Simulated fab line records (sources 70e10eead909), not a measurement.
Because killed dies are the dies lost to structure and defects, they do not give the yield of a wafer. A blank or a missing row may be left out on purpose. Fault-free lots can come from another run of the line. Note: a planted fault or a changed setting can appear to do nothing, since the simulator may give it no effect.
Chamber matching ; flow nand harc ; ald hk-01 running NHARC_A_CHANNEL_FILL_D2_ALD_14: 4 sister chambers
The step deposits SiO2, target thk 2.5 nm, pulse time 10 s, ald cycles 25. 8 wafers are shown with their chamber, then 8 later ones without.

WAFERS, EACH WITH ITS CHAMBER
wafer;chamber;heater power w (W);precursor pulse height rel
L077.3;1;435;1.008
L077.2;0;437;1.005
L077.5;3;516;1.016
L080.3;3;518;1.016
L085.2;0;435;1.019
L085.3;2;468;0.994
L085.4;1;443;0.983
L088.1;2;464;1.012

WAFERS WHOSE CHAMBER IS MISSING
wafer;heater power w (W);precursor pulse height rel
L088.3;522;1.011
L088.5;443;0.998
L093.1;442;1.033
L093.2;530;1.014
L093.3;454;1.040
L093.4;436;1.019
L093.5;458;0.993
L093.6;444;0.985

THE CHAMBER EACH PASSED THROUGH
wafer;from the rows above;in truth
L088.3;3;3
L088.5;can't be placed: 1 or 0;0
L093.1;can't be placed: 0 or 1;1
L093.2;3;3
L093.3;can't be placed: 2 or 1 or 0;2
L093.4;can't be placed: 0 or 1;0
L093.5;2;2
L093.6;can't be placed: 1 or 0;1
Placed correctly: 3 of 8. Can't be placed from these rows: 5 (the true chamber is among the candidates in 5). Wrongly placed: 0.
How it was worked out, from the rows above alone: a wafer's distance from a chamber is the root of the sum, over the readings, of the square of ((its reading less the chamber's mean) divided by the reading's scatter). If the next closest chamber is less than 2 further off than the closest, the wafer can't be placed; otherwise it belongs to the closest. Each chamber's mean is taken over the wafers shown for it. How the scatter is found: for the shown wafers, subtract from each reading the mean of its chamber, square and add these, divide the total by (wafers less chambers), then take the root.
